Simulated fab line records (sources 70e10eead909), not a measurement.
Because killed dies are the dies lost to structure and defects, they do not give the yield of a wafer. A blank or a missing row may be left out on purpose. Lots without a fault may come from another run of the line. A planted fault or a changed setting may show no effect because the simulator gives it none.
One fault through the eyes of 2 desks    flow nandHarc    every desk sees just its own numbers, and what lay behind them comes last

## THE DEFECT DESK
For each lot, the counts of the inspections along the route, averaged over the sampled wafers that have a number. Any lot whose mean is over 4 standard deviations away from the usual mean is out of limits and marked OUT; that distance is given in the brackets.
Columns: A = rawDefectCount at NHARC_A_BLC_INSPECT_28, usual 531; B = rawDefectCount at NHARC_A_M0_INSPECT_11, usual 94
lot   first seen here  A    B
L529  day 23 01:07     333  23
L528  day 23 05:57     537  49
L530  day 23 12:47     461  148
L531  day 23 15:03     387  57
L535  day 26 04:26     480  169
L538  day 26 20:35     627  126
L539  day 26 23:34     430  122
L537  day 27 01:48     651  95
L542  day 28 21:13     532  97
L545  day 30 09:21     491  80
L546  day 30 10:27     618  144
L548  day 30 16:57     590  89
This desk's verdict: no lot among the 12 shows anything out of limits.

## TOOL OWNER'S DESK, arfiScanner-03
The tool's own readings at NHARC_A_M0_EXPOSE_06 (exposes mask A M0, target cd 80 nm): means of the sampled wafers that have a number, for each lot that ran on this tool. Any lot whose mean is over 4 standard deviations away from the usual mean is out of limits and marked OUT; that distance is given in the brackets.
Columns: A = exposureDoseMJCm2 at NHARC_A_M0_EXPOSE_06, usual 83.25
lot   first seen here  A
L529  day 23 01:45     83.26
L528  day 23 06:35     83.33
L535  day 26 05:04     82.29 (-10) OUT
L537  day 27 02:34     82.50 (-7.9) OUT
This desk's finding: out of limits on L535, L537; first on L535, day 26 05:04 (exposureDoseMJCm2 at NHARC_A_M0_EXPOSE_06). L529, L528: within limits.

## TAKEN TOGETHER
At day 26 05:04, on L535, L537, the tool owner's desk was in a position to raise an alarm.
No out-of-limits result turned up at the defect desk.
The defect desk has L535, L537 on record, within its limits.
All the named lots went through NHARC_A_M0_EXPOSE_06 on arfiScanner-03.

## WHAT THE SIMULATOR HAD PUT IN
Process parameter drift: arfiScanner-03, from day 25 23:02 on, at NHARC_A_M0_EXPOSE_06. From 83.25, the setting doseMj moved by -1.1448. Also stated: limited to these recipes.
Struck lots among those shown: L535, L537.
Hours from the fault's start to each desk's first reading out of limits: the tool owner's desk, 6.
